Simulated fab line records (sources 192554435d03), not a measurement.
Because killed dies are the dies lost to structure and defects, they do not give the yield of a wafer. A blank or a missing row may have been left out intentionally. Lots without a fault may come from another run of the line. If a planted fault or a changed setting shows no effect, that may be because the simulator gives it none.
fab line records ; flow n5_finfet
record lots=12; wafers=34; last_day=19
route steps=1938 shown PMOS_HMC_CHANNEL_EPI@66 FIN_SAQP@99
lots with no fault: from the same line, run without faults
start_h: start of the lot's first displayed wafer, in hours after the record's first day ; wait_h: hours elapsed since this lot's preceding step ; " as in the row above ; L1.1+2: a single row standing in for several wafers ; - no value, or no start given ; * or withheld: withheld ; < > ~ a bound
route shown NAME@n: names a module that has steps shown in the file, with the first one's number in the route ; usual: the fault-free wafers' mean and standard deviation ; same: alike in all rows ; chamber/n: place in a boat ; sites: each site's reading ; _std_site: their standard deviation ; _edge_site: outer sites' mean less inner sites' ; radius_mm: how far each site lies from the wafer's centre ; mask NAME#n: copy n ; behind: tool/chamber where the wafer was last shaped ; hold: why the lot was held/for how many hours/how that ended ; device: which transistor (n, p or np) failed to switch ; end of line: at the end of the route, the tests of the same wafers ; step lacking rows: just its recipe ; killed: count of dies lost to structure and defects at first sort (not the wafer's yield) ; map: the dies of a wafer, with x for killed, . for not killed, _ for no die there
set.NAME: setting as actually run; set.NAME@STEP: the setting as run at that earlier step ; model.NAME: the simulator's own value behind a step, which no gauge read
route steps across a sampled set of lots; one table per step, one row per wafer
services: the hour from which a tool's chamber was out of use, counted from the record's first day as start_h (under 0 if before that day), plus the number of hours and why
## steps
# step N5_PMOS_HMC_CHANNEL_EPI_OVL_MEAS_10
# recipe points_per_wafer=44
# usual PMOS_HMC_BLK_OVL=0.1/0.83
# same points_per_wafer=44
lot.wafer;tool;chamber;start_h;wait_h;PMOS_HMC_BLK_OVL[nm]
L475.1;overlay-01;0;29.12;0.0;0.7
L475.4;overlay-01;0;29.12;0.0;-0.2
L475.5;overlay-01;0;29.12;0.0;0.1
L476.3;overlay-01;0;34.91;0.0;0.7
L476.5;overlay-01;0;34.91;0.0;0.2
L476.6;overlay-01;0;34.91;0.0;1.7
L477.1;overlay-02;0;43.72;0.0;1.1
L477.2;overlay-02;0;43.72;0.0;-0.8
L477.3;overlay-02;0;43.72;0.0;0.5
L478.2;overlay-02;0;47.35;0.0;0.9
L478.4;overlay-02;0;47.35;0.0;0.2
L478.6;overlay-02;0;47.35;0.0;-0.2
L480.2;overlay-02;0;58.95;0.0;-1.6
L480.3;overlay-02;0;58.95;0.0;-0.4
L480.5;overlay-02;0;58.95;0.0;-0.9
L483.1;overlay-01;0;77.21;0.0;-0.4
L483.4;overlay-01;0;77.21;0.0;0.0
L483.6;overlay-01;0;77.21;0.0;0.3
L484.2;overlay-01;0;83.18;0.0;0.4
L484.3;overlay-01;0;83.18;0.0;0.0
L484.6;overlay-01;0;83.18;0.0;1.2
L487.2;overlay-02;0;100.96;0.0;-0.4
L487.5;overlay-02;0;100.96;0.0;1.9
L487.6;overlay-02;0;100.96;0.0;-0.1
L490.3;overlay-01;0;120.15;0.0;0.7
L490.4;overlay-01;0;120.15;0.0;0.0
L491.4;overlay-02;0;125.14;0.0;0.2
L491.5;overlay-02;0;125.14;0.0;0.4
L491.6;overlay-02;0;125.14;0.0;-0.6
L493.3;overlay-02;0;137.39;0.0;-1.3
L493.6;overlay-02;0;137.39;0.0;-1.3
L494.1;overlay-01;0;142.98;0.0;0.7
L494.4;overlay-01;0;142.98;0.0;-0.6
L494.5;overlay-01;0;142.98;0.0;0.8
# step N5_PMOS_HMC_CHANNEL_EPI_FIN_RECESS_16
# recipe chemistry=HBr/Cl2; target=Si; mask_material=SiO2; target_depth_a=540; time_s=18; pressure_mtorr=10; icp_w=800; bias_w=75; HBr_flow_sccm=150; Cl2_flow_sccm=80
# usual HBr_flow_sccm=150.0/0.48; drypump_motor_current_A=5.7/0.41; oes_product_au=0.996/0.014; throttle_valve_pct=35.31/0.23
lot.wafer;tool;chamber;start_h;wait_h;HBr_flow_sccm;drypump_motor_current_A;oes_product_au;rf_hours_counter_h;throttle_valve_pct
L475.1;rie_si-05;2;29.67;0.0;149.6;5.9;0.981;73;35.20
L475.4;rie_si-05;0;29.67;0.0;150.2;5.9;1.003;154;35.32
L475.5;rie_si-05;2;29.67;0.0;149.6;5.9;0.985;-;35.17
L476.3;rie_si-03;1;35.91;0.0;149.8;6.0;0.988;192;35.04
L476.5;rie_si-03;0;35.91;0.0;150.0;5.5;1.007;-;35.70
L476.6;rie_si-03;1;35.91;0.0;150.5;6.0;0.985;-;35.05
L477.1;rie_si-01;2;44.24;0.0;149.1;6.2;1.011;138;35.40
L477.2;rie_si-01;1;44.24;0.0;149.8;5.4;1.013;1;35.53
L477.3;rie_si-01;0;44.24;0.0;150.2;5.7;0.996;27;35.21
L478.2;rie_si-05;2;47.93;0.0;149.8;5.8;0.990;73;35.17
L478.4;rie_si-05;3;47.93;0.0;149.3;5.3;1.015;136;35.58
L478.6;rie_si-05;0;47.93;0.0;149.7;5.8;1.004;-;35.35
L480.2;rie_si-03;2;59.47;0.0;149.7;6.7;0.978;2;35.54
L480.3;rie_si-03;3;59.47;0.0;149.2;5.4;1.005;179;35.18
L480.5;rie_si-03;3;59.47;0.0;150.0;5.4;1.002;-;35.18
L483.1;rie_si-05;3;77.87;0.0;149.8;5.4;1.019;137;35.59
L483.4;rie_si-05;1;77.87;0.0;151.1;5.4;0.990;131;35.13
L483.6;rie_si-05;1;77.87;0.0;149.9;5.4;0.986;-;35.15
L484.2;rie_si-05;0;83.69;0.0;149.6;5.8;0.984;155;35.35
L484.3;rie_si-05;3;83.69;0.0;150.0;5.3;1.007;137;35.61
L484.6;rie_si-05;2;83.69;0.0;150.5;5.9;0.989;-;35.18
L487.2;rie_si-03;3;101.48;0.0;149.4;5.4;1.020;180;35.15
L487.5;rie_si-03;0;101.48;0.0;149.8;5.5;1.002;-;35.71
L487.6;rie_si-03;3;101.48;0.0;150.0;5.4;1.008;-;35.18
L490.3;rie_si-05;0;120.68;0.0;149.0;5.9;0.978;156;35.35
L490.4;rie_si-05;2;120.68;0.0;149.2;5.8;0.986;75;35.19
L491.4;rie_si-05;3;126.02;0.0;149.7;5.4;1.017;138;35.59
L491.5;rie_si-05;0;126.02;0.0;150.3;5.8;0.978;-;35.36
L491.6;rie_si-05;3;126.02;0.0;150.1;5.3;1.016;-;35.60
L493.3;rie_si-05;3;137.90;0.0;150.1;5.3;1.021;138;35.59
L493.6;rie_si-05;1;137.90;0.0;150.1;5.4;0.993;-;35.15
L494.1;rie_si-03;2;143.50;0.0;151.2;6.7;0.977;3;35.55
L494.4;rie_si-03;3;143.50;0.0;149.9;5.4;1.009;181;35.18
L494.5;rie_si-03;0;143.50;0.0;149.6;5.5;1.012;-;35.71
# step N5_PMOS_HMC_CHANNEL_EPI_CMP_21
# recipe material=SiGe30; post_cmp_clean=alkaline_brush; target_thk_nm=54
# usual motor_current_A=11.8/1.6
lot.wafer;tool;chamber;start_h;wait_h;motor_current_A
L475.1;cmp-04;2;31.22;0.1;11.3
L475.4;cmp-04;0;31.22;0.1;10.0
L475.5;cmp-04;2;31.22;0.1;12.3
L476.3;cmp-04;2;37.86;0.1;11.7
L476.5;cmp-04;1;37.86;0.1;12.7
L476.6;cmp-04;2;37.86;0.1;11.7
L477.1;cmp-03;1;46.34;0.0;11.7
L477.2;cmp-03;2;46.34;0.0;12.4
L477.3;cmp-03;3;46.34;0.0;10.1
L478.4;cmp-04;3;49.44;0.0;12.8
L478.2;cmp-04;2;49.44;0.0;11.5
L478.6;cmp-04;0;49.44;0.0;10.0
L480.3;cmp-01;3;61.08;0.1;10.5
L480.2;cmp-01;1;61.08;0.1;12.4
L480.5;cmp-01;3;61.08;0.1;10.9
L483.1;cmp-04;1;79.41;0.1;12.1
L483.4;cmp-04;3;79.41;0.1;13.0
L483.6;cmp-04;1;79.41;0.1;12.7
L484.3;cmp-03;3;85.35;0.2;9.9
L484.2;cmp-03;1;85.35;0.2;11.8
L484.6;cmp-03;0;85.35;0.2;16.0
L487.2;cmp-03;1;103.10;0.1;12.0
L487.6;cmp-03;2;103.10;0.1;12.7
L487.5;cmp-03;3;103.10;0.1;9.8
L490.4;cmp-01;2;122.24;0.1;11.3
L490.3;cmp-01;0;122.24;0.1;10.7
L491.4;cmp-03;3;128.02;0.1;9.9
L491.6;cmp-03;1;128.02;0.1;12.1
L491.5;cmp-03;2;128.02;0.1;11.9
L493.3;cmp-01;3;139.81;0.0;10.8
L493.6;cmp-01;3;139.81;0.0;10.8
L494.1;cmp-04;2;145.44;0.1;11.3
L494.4;cmp-04;0;145.44;0.1;9.5
L494.5;cmp-04;2;145.44;0.1;10.9
# step N5_PMOS_HMC_CHANNEL_EPI_THK_MEAS_22
# recipe reads=SiGe30_of_PMOS_HMC_CHANNEL_EPI_EPI_20
# usual HMC_CMP_THK=54.0/0.79
lot.wafer;tool;chamber;start_h;wait_h;HMC_CMP_THK[nm]
L475.1;film_metro-02;-;31.47;-;54.3
L475.4;film_metro-02;-;31.47;-;55.9
L475.5;film_metro-02;-;31.47;-;54.6
L476.3;film_metro-01;-;38.11;-;53.4
L476.5;film_metro-01;-;38.11;-;54.6
L476.6;film_metro-01;-;38.11;-;53.2
L477.1;film_metro-01;-;46.63;-;54.2
L477.2;film_metro-01;-;46.63;-;52.1
L477.3;film_metro-01;-;46.63;-;53.5
L478.2;film_metro-02;-;49.73;-;54.6
L478.4;film_metro-02;-;49.73;-;54.9
L478.6;film_metro-02;-;49.73;-;55.8
L480.2;film_metro-02;-;61.33;-;52.8
L480.3;film_metro-02;-;61.33;-;52.3
L480.5;film_metro-02;-;61.33;-;52.1
L483.1;film_metro-01;-;79.67;-;54.6
L483.4;film_metro-01;-;79.67;-;54.1
L483.6;film_metro-01;-;79.67;-;53.5
L484.2;film_metro-02;-;85.64;-;54.7
L484.3;film_metro-02;-;85.64;-;53.9
L484.6;film_metro-02;-;85.64;-;54.0
L487.2;film_metro-02;-;103.28;-;52.9
L487.5;film_metro-02;-;103.28;-;54.0
L487.6;film_metro-02;-;103.28;-;52.5
L490.3;film_metro-02;-;122.50;-;54.0
L490.4;film_metro-02;-;122.50;-;58.4
L491.4;film_metro-01;-;128.24;-;58.9
L491.5;film_metro-01;-;128.24;-;54.2
L491.6;film_metro-01;-;128.24;-;58.7
L493.3;film_metro-01;-;140.10;-;55.1
L493.6;film_metro-01;-;140.10;-;58.8
L494.1;film_metro-01;-;145.70;-;52.9
L494.4;film_metro-01;-;145.70;-;52.3
L494.5;film_metro-01;-;145.70;-;53.7
# step N5_FIN_SAQP_PECVD_48
# recipe material=SiNx; target_thk_a=250; temp_c=400; precursor=SiH4/NH3/N2; pressure_torr=1.5; rf_w=300; time_s=22.1
# usual heater_power_w=706/69; showerhead_plenum_p_Torr=5.16/0.056; throttle_valve_pct=39.9/1.4
lot.wafer;tool;chamber;start_h;wait_h;heater_power_w;showerhead_plenum_p_Torr;throttle_valve_pct
L475.1;pecvd-03;2;32.71;0.0;689;5.17;40.1
L475.4;pecvd-03;1;32.71;0.0;680;5.18;39.8
L475.5;pecvd-03;2;32.71;0.0;689;5.17;39.7
L476.3;pecvd-04;1;39.40;0.0;769;5.23;41.2
L476.5;pecvd-04;2;39.40;0.0;741;5.18;38.5
L476.6;pecvd-04;0;39.40;0.0;659;5.05;40.1
L477.1;pecvd-04;0;48.03;0.0;591;5.03;40.0
L477.2;pecvd-04;1;48.03;0.0;699;5.23;41.3
L477.3;pecvd-04;2;48.03;0.0;723;5.18;38.5
L478.2;pecvd-04;1;51.18;0.0;759;5.21;41.5
L478.4;pecvd-04;1;51.18;0.0;776;5.23;41.7
L478.6;pecvd-04;2;51.18;0.0;696;5.19;38.7
L480.2;pecvd-03;1;62.80;0.0;637;5.18;39.5
L480.3;pecvd-03;1;62.80;0.0;642;5.18;39.7
L480.5;pecvd-03;1;62.80;0.0;644;5.18;40.0
L483.1;pecvd-03;0;81.01;0.0;894;5.19;42.6
L483.4;pecvd-03;1;81.01;0.0;747;5.19;39.5
L483.6;pecvd-03;1;81.01;0.0;776;5.18;39.6
L484.2;pecvd-04;0;87.08;0.0;696;5.04;40.0
L484.3;pecvd-04;1;87.08;0.0;769;5.22;41.4
L484.6;pecvd-04;1;87.08;0.0;759;5.21;41.5
L487.2;pecvd-01;1;105.99;0.0;697;5.14;40.7
L487.5;pecvd-01;1;105.99;0.0;707;5.12;41.0
L487.6;pecvd-01;2;105.99;0.0;656;5.22;38.7
L490.3;pecvd-01;1;124.44;0.0;652;5.13;40.9
L490.4;pecvd-01;0;124.44;0.0;780;5.13;37.6
L491.4;pecvd-01;0;130.46;0.0;796;5.14;37.5
L491.5;pecvd-01;0;130.46;0.0;794;5.13;37.6
L491.6;pecvd-01;1;130.46;0.0;755;5.13;41.0
L493.3;pecvd-01;0;141.67;0.0;694;5.11;37.7
L493.6;pecvd-01;2;141.67;0.0;682;5.20;36.1
L494.1;pecvd-04;2;146.99;0.0;634;5.18;39.1
L494.4;pecvd-04;1;146.99;0.0;668;5.23;41.4
L494.5;pecvd-04;2;146.99;0.0;638;5.18;39.3
## services
tool;chamber;start_h;hours;kind
rie_si-03;3;29.62;23.7;repair
pecvd-03;0;30.39;5.3;repair
rie_si-03;1;30.78;2.8;repair
cmp-01;-;31.62;4.0;pm
pecvd-04;0;49.43;5.7;repair
pecvd-03;2;53.43;59.9;repair
cmp-01;-;62.17;8.9;pm
cmp-04;-;62.63;4.0;pm
cmp-04;-;66.63;-;consumable_replace:conditioner
cmp-04;-;66.63;-;consumable_replace:pad
pecvd-04;-;66.74;2.8;pm
rie_si-01;-;68.66;2.8;pm
cmp-04;-;79.78;5.6;pm
cmp-03;-;91.35;1.0;repair
pecvd-01;2;108.94;-;clean
pecvd-01;2;108.94;-;consumable_replace:showerhead
pecvd-01;2;108.94;29.0;scheduled_down
pecvd-01;2;108.94;29.0;vent_cycle
cmp-01;-;113.90;7.3;pm
pecvd-01;0;113.98;2.1;scheduled_down
rie_si-01;0;142.39;6.1;repair
rie_si-03;1;145.28;-;clean
rie_si-03;1;145.28;25.2;scheduled_down
rie_si-03;1;145.28;25.2;vent_cycle
## key
first_sign step=N5_PMOS_HMC_CHANNEL_EPI_THK_MEAS_22; reading=HMC_CMP_THK; direction=up; sigmas=5.9; usual=54.0; struck=58.7
effect none on later readings
met_at N5_PMOS_HMC_CHANNEL_EPI_FIN_RECESS_16
struck_lots L490,L491,L493
struck_wafers L490.4,L491.4,L491.6,L493.6
tester_left_out L490,L491,L493
not_acting_at N5_PMOS_HMC_CHANNEL_EPI_OVL_MEAS_10,N5_PMOS_HMC_CHANNEL_EPI_CMP_21,N5_FIN_SAQP_PECVD_48
onset_between 83.69 120.68
fault kind=process_parameter_drift; tool=rie_si-05; chamber=-; onset_h=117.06; steps=N5_PMOS_HMC_CHANNEL_EPI_FIN_RECESS_16; channel=time_s; offset=*; shape=step; end_h=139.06; scope=struck_wafers_only; acts_in=*; stated=*
# tester_left_out: of these lots the tester's yield and bins aren't shown, on N5 and GAA mostly nor the transistor test; their killed dies are dies lost to structure and defects alone, not to doping, threshold or leakage, so they don't give the yield
